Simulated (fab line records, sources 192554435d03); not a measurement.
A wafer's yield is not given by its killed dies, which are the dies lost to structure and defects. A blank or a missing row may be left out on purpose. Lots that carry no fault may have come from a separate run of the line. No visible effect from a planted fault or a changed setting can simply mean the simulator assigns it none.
Problem report, 8D (eight disciplines) form, completed by code | flow n5Finfet | the parts of the form that need people (team, actions taken, sign-off) are left out

== 1. WHAT WENT WRONG ==
At N5_BEOL_M15_ANNEAL_48, wafer_temp_C_max averages 220.4 over 6 wafers from 2 lots, while fault-free wafers read 225.7, standard deviation 0.3. That puts it -17 standard deviations away from the usual mean.
The step: time 90 s.
The first sign was on wafer L556.4 at day 14 14:26, on rtpAnneal-02. The record has a number at this step for 34 wafers belonging to 12 lots. Rule for "out", or "out of limits": more than 4 standard deviations from the usual mean. The rest of the wafers with a number are treated as sound.

== 2. WHAT IT IS AND WHAT IT IS NOT ==
question                    | is                     | is not
which readings at this step | wafer_temp_C_max       | -
which lots                  | L556, L560             | L545, L547, L548, L550, L551, L552, L553, L558, L566, L567
which wafers of those lots  | all that have a number | -
read on which tools         | rtpAnneal-02           | rtpAnneal-01
when                        | from day 14 14:26      | up to then (23 sound wafers); but 5 sound wafers of L566, L567 came after

== 3. THE SUSPECTS, EACH WITH WHAT RULES IT OUT ==
Counting: a tool stays on the suspect list if, at a process step up to the reading, it processed all lots that are out and no sound lot following the first of them.
- rtpAnneal-02 at N5_BEOL_M15_ANNEAL_48 (time 90 s): kept. It ran every lot that is out, first L556 (day 14 14:26), and no sound lot after that; its last sound lot up to then is L558 (day 14 11:29). Its own wafer_temp_C_max readings are out on those wafers.
After counting, what remains is rtpAnneal-02 at N5_BEOL_M15_ANNEAL_48.

== 4. THE CAUSE (what the simulator had put in) ==
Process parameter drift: rtpAnneal-02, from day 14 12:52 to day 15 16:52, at N5_BEOL_M15_ANNEAL_48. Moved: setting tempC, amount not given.
Counting left only this tool.

== 5. SEQUENCE OF EFFECTS, ordered by route ==
One row per reading whose mean, taken over the struck wafers that have a number, lies over 3 standard deviations from the usual. Only readings whose record carries a usual standard deviation are examined. hours: median over the lots of the time between each lot's start at the first step of this table that gives one and its start at this step. sigmas: the change, counted in usual standard deviations.
hours | step                  | reading          | usual | on struck wafers | change | sigmas
0     | N5_BEOL_M15_ANNEAL_48 | wafer_temp_C_max | 225.7 | 220.4            | -5.2   | -17
The process steps in it:
- N5_BEOL_M15_ANNEAL_48: time 90 s.

== 6. WHAT WOULD HAVE CAUGHT IT SOONER ==
2 hours passed between the start of the fault at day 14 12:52 and the first reading out of limits in this record, taken at day 14 14:26.
